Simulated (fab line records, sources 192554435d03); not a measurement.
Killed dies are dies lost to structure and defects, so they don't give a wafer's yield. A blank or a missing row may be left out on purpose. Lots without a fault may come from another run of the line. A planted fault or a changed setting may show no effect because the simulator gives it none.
fab line records | flow n5_finfet
record lots=11 wafers=32 last_day=17
route steps=1938 shown BEOL_M4@1090 BEOL_M15@1809 MIM_BOT_LITHO@1865 PASSIVATION@1936
lots that met no fault: from a run of the same line without faults
start_h: hours from the record's first day to the start of the lot's first wafer shown | wait_h: hours since the lot's step before | " the same as in the row above | L1.1+2: a row that stands for several wafers | - no value, or no start given | * or withheld: withheld | < > ~ a bound
route shown NAME@n: a module of which the file shows steps, and the number in the route of the first | usual: mean/standard deviation of fault-free wafers | same: alike in all rows | chamber/n: place in a boat | sites: the reading at each site | _std_site: their standard deviation | _edge_site: outer sites' mean less inner sites' | radius_mm: how far each site lies from the wafer's centre | mask NAME#n: copy n | behind: the tool/chamber that last shaped the wafer | hold: why the lot was held/for how many hours/how that ended | device: the transistor (n, p or np) that didn't switch | end of line: the same wafers' tests at the end of the route | a step without rows: its recipe alone | killed: dies lost to structure and defects at the first sort, not the wafer's yield | map: a wafer's dies, x killed, . not, _ none there
set.NAME: the setting as run; set.NAME@STEP: as run at that earlier step | model.NAME: the simulator's own value behind a step, which no gauge read
steps of the route over a sample of lots; a table a step, a row a wafer
services: from which hour (start_h, from the record's first day; less than 0 if before it) a tool's chamber was out of use, for how many hours, and why
## steps
# step N5_BEOL_M4_SPUTTER_86
# recipe material=Cu target_thk_a=45 temp_c=-20 chamber_pressure_pa=0.07 power_w=withheld time_s=8.29
# usual throttle_valve_pct=30.0/0.77
# columns lot.wafer tool chamber start_h wait_h throttle_valve_pct
L263.1 pvd_sputter-01 - 176.97 0.1 30.3
L263.4 " - " " 29.1
L263.5 " - " " 29.1
L264.3 pvd_sputter-03 - 180.42 0.1 30.1
L264.4 " - " " 30.8
L264.6 " - " " 30.0
L267.1 pvd_sputter-01 - 198.20 0.1 30.1
L267.2 " - " " 29.2
L267.6 " - " " 30.2
L266.2 pvd_sputter-01 - 202.42 0.1 30.3
L266.3 " - " " 31.0
L266.5 " - " " 30.5
L268.1 pvd_sputter-03 - 203.01 0.1 29.8
L268.2 " - " " 29.8
L268.5 " - " " 30.0
L269.2 pvd_sputter-03 - 207.98 0.1 30.6
L269.3 " - " " 30.1
L269.5 " - " " 30.4
L270.2 pvd_sputter-03 - 211.44 0.1 30.5
L270.5 " - " " 29.8
L270.6 " - " " 30.6
L272.4 pvd_sputter-02 - 227.38 0.1 29.1
L272.5 " - " " 30.0
L271.1 pvd_sputter-02 - 229.22 0.1 28.5
L271.2 " - " " 29.9
L271.3 " - " " 31.3
L281.1 pvd_sputter-03 - 278.32 0.1 30.0
L281.4 " - " " 30.5
L281.6 " - " " 30.0
L280.2 pvd_sputter-03 - 280.16 0.1 30.1
L280.4 " - " " 29.8
L280.5 " - " " 30.0
# step N5_BEOL_M15_TRENCH_ETCH_34
# recipe chemistry=C4F8/O2/Ar target=SiO2 target_depth_a=8729.3 he_inner_torr=15 he_outer_torr=30 time_s=199 ion_energy_ev=800 pressure_mtorr=20 source_w=1905 bias_w=2040 Ar_flow_sccm=400 C4F8_flow_sccm=16 O2_flow_sccm=12
# usual bias_w=2041/6.3 drypump_motor_current_A=5.7/0.32 oes_o_777_au=0.79/0.076 oes_product_au=0.78/0.073 rf_vpp_V=2239/55 showerhead_plenum_p_Torr=3.45/0.12 throttle_valve_pct=30.9/0.36
# columns lot.wafer tool chamber start_h wait_h bias_w drypump_motor_current_A oes_o_777_au oes_product_au rf_hours_counter_h rf_vpp_V showerhead_plenum_p_Torr throttle_valve_pct
L264.3 rie_diel-04 2 268.47 0.0 2033 6.1 0.68 0.69 240 2190 3.25 30.7
L264.4 " 0 " " 2029 5.8 0.80 0.76 131 2130 3.42 30.7
L264.6 " 0 " " 2030 5.8 0.80 0.77 - 2129 3.42 30.8
L263.1 rie_diel-03 0 277.16 0.0 2044 5.7 0.85 0.83 73 2307 3.60 31.2
L263.4 " 2 " " 2039 5.6 0.76 0.74 176 2292 3.60 31.5
L263.5 " 2 " " 2041 5.7 0.76 0.74 - 2291 3.60 31.5
L267.1 rie_diel-03 2 285.20 0.0 2038 5.6 0.75 0.74 179 2291 3.60 31.5
L267.2 " 3 " " 2030 5.9 0.71 0.68 248 2180 3.42 31.2
L267.6 " 0 " " 2043 5.7 0.84 0.84 - 2306 3.60 31.2
L268.1 rie_diel-04 0 298.67 0.0 2033 5.8 0.79 0.76 138 2129 3.42 30.8
L268.2 " 2 " " 2034 6.0 0.68 0.67 250 2188 3.24 30.7
L268.5 " 3 " " 2041 5.0 0.75 0.75 - 2295 3.41 30.2
L270.2 rie_diel-04 2 302.15 0.0 2050 6.0 0.68 0.68 252 2187 3.24 30.7
L270.5 " 0 " " 2051 5.7 0.78 0.75 - 2129 3.42 30.8
L270.6 " 1 " " 2049 5.7 0.88 0.83 - 2252 3.34 30.7
L266.2 rie_diel-04 2 302.39 0.0 2045 6.0 0.68 0.67 252 2187 3.24 30.7
L266.3 " 0 " " 2047 5.7 0.80 0.75 140 2129 3.42 30.8
L266.5 " 0 " " 2045 5.7 0.79 0.76 - 2129 3.42 30.8
L269.2 rie_diel-04 3 304.34 0.0 2038 5.0 0.74 0.75 160 2294 3.41 30.2
L269.3 " 1 " " 2044 5.7 0.88 0.83 100 2253 3.34 30.7
L269.5 " 2 " " 2041 6.0 0.68 0.67 - 2188 3.24 30.7
L271.1 rie_diel-03 2 315.04 0.0 2045 5.7 0.75 0.73 191 2291 3.59 31.6
L271.2 " 1 " " 2046 5.4 0.75 0.76 148 2242 3.48 31.0
L271.3 " 0 " " 2035 5.7 0.83 0.81 88 2305 3.59 31.2
L272.4 rie_diel-04 0 318.01 0.1 2044 5.7 0.78 0.75 - 2129 3.41 30.8
L272.5 " 3 " " 2039 5.1 0.74 0.75 - 2293 3.41 30.2
L281.1 rie_diel-03 2 374.65 0.0 2041 5.7 0.73 0.72 209 2288 3.58 31.6
L281.4 " 3 " " 2038 5.9 0.94 0.92 18 2180 3.41 30.9
L281.6 " 0 " " 2031 5.7 0.81 0.79 - 2304 3.58 31.2
L280.2 rie_diel-01 2 375.39 0.0 2047 6.3 0.73 0.70 232 2225 3.55 31.1
L280.4 " 2 " " 2045 6.4 0.73 0.69 - 2224 3.55 31.1
L280.5 " 3 " " 2054 5.7 0.71 0.71 - 2178 3.29 31.1
# step N5_MIM_BOT_LITHO_DESCUM_10
# recipe chemistry=O2 time_s=7.9 source_power_w=50 bias_power_w=20 pressure_mtorr=20 rf_frequency_hz=2.712e+07 temp_c=40 o2_flow_sccm=225
# usual drypump_motor_current_A=5.6/0.55 oes_product_au=0.81/0.074 rf_vpp_V=243.1/1.3 showerhead_plenum_p_Torr=2.09/0.072 throttle_valve_pct=20.36/0.14
# columns lot.wafer tool chamber start_h wait_h drypump_motor_current_A oes_product_au rf_hours_counter_h rf_vpp_V showerhead_plenum_p_Torr throttle_valve_pct
L264.3 rie_diel-06 3 277.56 0.0 5.7 0.90 35 242.5 2.08 20.19
L264.4 " 2 " " 6.4 0.86 68 245.5 2.24 20.46
L264.6 " 1 " " 5.6 0.90 - 244.2 2.16 20.47
L263.1 rie_diel-06 0 290.01 0.2 4.8 0.81 90 241.4 2.03 20.32
L263.4 " 3 " " 5.7 0.90 38 242.5 2.08 20.20
L263.5 " 2 " " 6.4 0.86 - 245.1 2.23 20.47
L267.1 rie_diel-05 3 294.50 0.0 5.7 0.85 51 243.8 2.04 20.65
L267.2 " 2 " " 6.5 0.84 71 244.1 2.20 20.31
L267.6 " 3 " " 5.7 0.85 - 241.5 2.04 20.65
L268.1 rie_diel-02 2 307.74 0.0 4.7 0.75 168 245.0 2.18 20.19
L268.2 " 1 " " 5.3 0.71 218 243.3 2.08 20.40
L268.5 " 1 " " 5.3 0.71 - 243.1 2.08 20.39
L270.2 rie_diel-02 0 310.02 0.0 5.5 0.73 179 242.7 2.06 20.18
L270.5 " 0 " " 5.5 0.73 - 243.6 2.06 20.21
L270.6 " 2 " " 4.7 0.74 - 244.3 2.18 20.19
L266.2 rie_diel-05 2 310.84 0.0 6.5 0.82 77 244.1 2.20 20.32
L266.3 " 0 " " 5.5 0.75 152 241.8 2.01 20.33
L266.5 " 3 " " 5.8 0.83 - 241.6 2.04 20.66
L269.2 rie_diel-06 0 312.18 0.0 4.8 0.81 96 241.9 2.02 20.34
L269.3 " 2 " " 6.4 0.85 80 244.4 2.23 20.49
L269.5 " 0 " " 4.8 0.80 - 244.5 2.02 20.33
L271.1 rie_diel-02 2 325.13 0.0 4.7 0.74 177 244.7 2.18 20.20
L271.2 " 1 " " 5.3 0.71 227 243.3 2.07 20.43
L271.3 " 3 " " 6.4 1.03 1 242.7 2.06 20.22
L272.4 rie_diel-05 2 325.40 0.0 6.5 0.81 84 244.9 2.20 20.33
L272.5 " 0 " " 5.5 0.75 - 241.8 2.00 20.34
L281.1 rie_diel-06 2 384.02 0.1 6.4 0.81 105 244.7 2.22 20.51
L281.4 " 0 " " 4.8 0.77 123 242.5 2.02 20.37
L281.6 " 3 " " 5.7 0.84 - 242.7 2.06 20.25
L280.2 rie_diel-05 1 386.99 0.0 5.5 0.87 54 242.0 2.07 20.41
L280.4 " 2 " " 6.4 0.79 105 244.7 2.19 20.35
L280.5 " 0 " " 5.5 0.74 - 240.9 2.00 20.35
# step N5_PASSIVATION_PROBE_49
# usual defect_limited_yield=91.6/1.4 killed_at_M0_to_M3=32/9.5 killed_at_M4_up=13/6 killed_at_contacts=12/5.6 killed_at_front_end=39/11 killed_at_other=2.8/2.3 killed_dies=99/16 killed_open=65/12 killed_short=32/7.6 sort_bin_4_leakage=0.1/0.88 sort_bin_5_function=4.8/0.88 sort_bin_6_memory=3.2/0.65 sort_n_pass=1077/29 sort_yield_pct=91.2/2.5
# same gross_dies=1180 killed_at_back_side=0 sort_bin_8_speed[%]=0
# columns lot.wafer tool chamber start_h wait_h defect_limited_yield[%] killed_at_M0_to_M3 killed_at_M4_up killed_at_contacts killed_at_front_end killed_at_other killed_dies killed_open killed_short sort_bin_4_leakage[%] sort_bin_5_function[%] sort_bin_6_memory[%] sort_n_pass sort_yield_pct[%]
L281.1 prober-02 - 395.51 0.0 78.6 37 170 13 31 1 252 61 28 0.2 13.0 4.3 926 78.5
L281.4 prober-02 - 395.66 0.2 80.1 31 157 11 36 0 235 46 35 0 12.3 3.4 945 80.1
L281.6 prober-02 - 395.76 0.3 76.9 31 169 7 63 2 272 86 23 0 12.9 5.0 908 76.9
L280.2 prober-02 - 397.35 0.7 85.0 35 101 16 23 2 177 55 27 0 9.0 3.1 1003 85.0
L280.4 prober-02 - 397.45 0.8 78.1 31 171 5 51 0 258 59 38 0 12.2 4.8 922 78.1
L280.5 prober-02 - 397.50 0.8 78.3 41 155 12 47 1 256 65 36 0 13.5 4.2 924 78.3
# killed by level:class
L281.1 BEOL_M4:unspecified=152 MOL_CONTACT_COAG:geometric_particle:open=10 BEOL_M0_SAQP:geometric_particle:open=9 HKMG_FIN:area_etch=8 BEOL_M0_SAQP:geometric_particle:short=7 BEOL_M1:geometric_particle:open=6 BEOL_M2:geometric_particle:open=6 BEOL_M4:geometric_particle:open=6
L281.4 BEOL_M4:unspecified=151 BEOL_M0_SAQP:geometric_particle:short=11 BEOL_M0_SAQP:geometric_particle:open=11 GATE_CUT:geometric_particle:short=9 MOL_CONTACT_COAG:geometric_particle:open=9 DUMMY_GATE:geometric_particle:open=7 STARTING-WAFER:geometric_particle:short=5 BEOL_M1:geometric_particle:open=4
L281.6 BEOL_M4:unspecified=148 STI_FIN_REVEAL:geometric_particle:open=16 DUMMY_GATE:geometric_particle:open=14 BEOL_M4:geometric_particle:open=12 HKMG_FIN:area_etch=12 BEOL_M0_SAQP:geometric_particle:open=11 MOL_CONTACT_COAG:geometric_particle:open=7 BEOL_M1:geometric_particle:open=6
L280.2 BEOL_M4:unspecified=95 MOL_CONTACT_COAG:geometric_particle:open=12 BEOL_M0_SAQP:geometric_particle:open=10 STI_FIN_REVEAL:geometric_particle:open=8 BEOL_M0_SAQP:geometric_particle:short=8 BEOL_M2:geometric_particle:open=6 MOL_CONTACT_COAG:geometric_particle:short=4 BEOL_M1:geometric_particle:open=4
L280.4 BEOL_M4:unspecified=152 FIN_SAQP:geometric_particle:open=13 FIN_SAQP:geometric_particle:short=9 BEOL_M0_SAQP:geometric_particle:short=9 HKMG_FIN:area_etch=8 STI_FIN_REVEAL:geometric_particle:open=6 BEOL_M0_SAQP:geometric_particle:open=6 BEOL_M1:geometric_particle:open=5
L280.5 BEOL_M4:unspecified=149 FIN_SAQP:geometric_particle:open=11 BEOL_M0_SAQP:geometric_particle:short=11 BEOL_M1:geometric_particle:open=11 MOL_CONTACT_COAG:geometric_particle:open=10 BEOL_M0_SAQP:geometric_particle:open=10 FIN_SAQP:geometric_particle:short=9 HKMG_FIN:area_etch=6
## services
# columns tool chamber start_h hours kind
rie_diel-05 0 153.50 6.6 repair
rie_diel-04 2 163.49 3.9 repair
rie_diel-05 - 198.73 14.6 pm
rie_diel-01 - 207.15 2.3 repair
rie_diel-01 - 229.78 2.5 repair
rie_diel-05 0 231.06 1.6 repair
rie_diel-06 - 236.71 0.9 repair
rie_diel-06 0 252.51 12.0 repair
rie_diel-03 - 262.64 0.5 repair
rie_diel-02 3 262.99 5.7 repair
rie_diel-02 - 271.93 0.3 repair
rie_diel-04 0 289.58 7.4 repair
rie_diel-05 0 291.72 5.4 repair
rie_diel-06 0 295.00 3.9 repair
rie_diel-04 2 306.17 5.3 repair
rie_diel-04 2 311.66 - clean
rie_diel-06 2 319.55 5.6 repair
rie_diel-05 0 340.89 8.1 repair
rie_diel-03 2 342.53 6.8 repair
rie_diel-04 0 344.79 4.5 repair
rie_diel-01 3 352.67 2.8 repair
rie_diel-02 1 357.55 4.5 repair
pvd_sputter-03 - 366.39 1.0 repair
rie_diel-02 - 376.33 2.8 pm
## key
first_sign step=N5_PASSIVATION_PROBE_49 reading=killed_at_M4_up direction=up sigmas=23 usual=13 struck=154
effect step=N5_PASSIVATION_PROBE_49 reading=defect_limited_yield direction=down sigmas=8.7 usual=91.6 struck=79.5
more_kills_born_at N5_BEOL_M4_SPUTTER_86@pvd_sputter-03=847
met_at N5_BEOL_M4_SPUTTER_86
struck_lots L280,L281
baseline_loss step=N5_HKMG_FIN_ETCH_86 wafers=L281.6
not_acting_at N5_BEOL_M15_TRENCH_ETCH_34,N5_MIM_BOT_LITHO_DESCUM_10
onset_between 211.44 278.32
also_fits time
fault kind=chamber_particle_source tool=pvd_sputter-03 chamber=- onset_h=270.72 steps=N5_BEOL_M4_SPUTTER_86 rate_per_visit_cm2=1.6248 end_h=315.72
# baseline_loss: these wafers lose ten dies or more at that step, a loss of the line's own and not of a fault; the sort's usual values leave them out
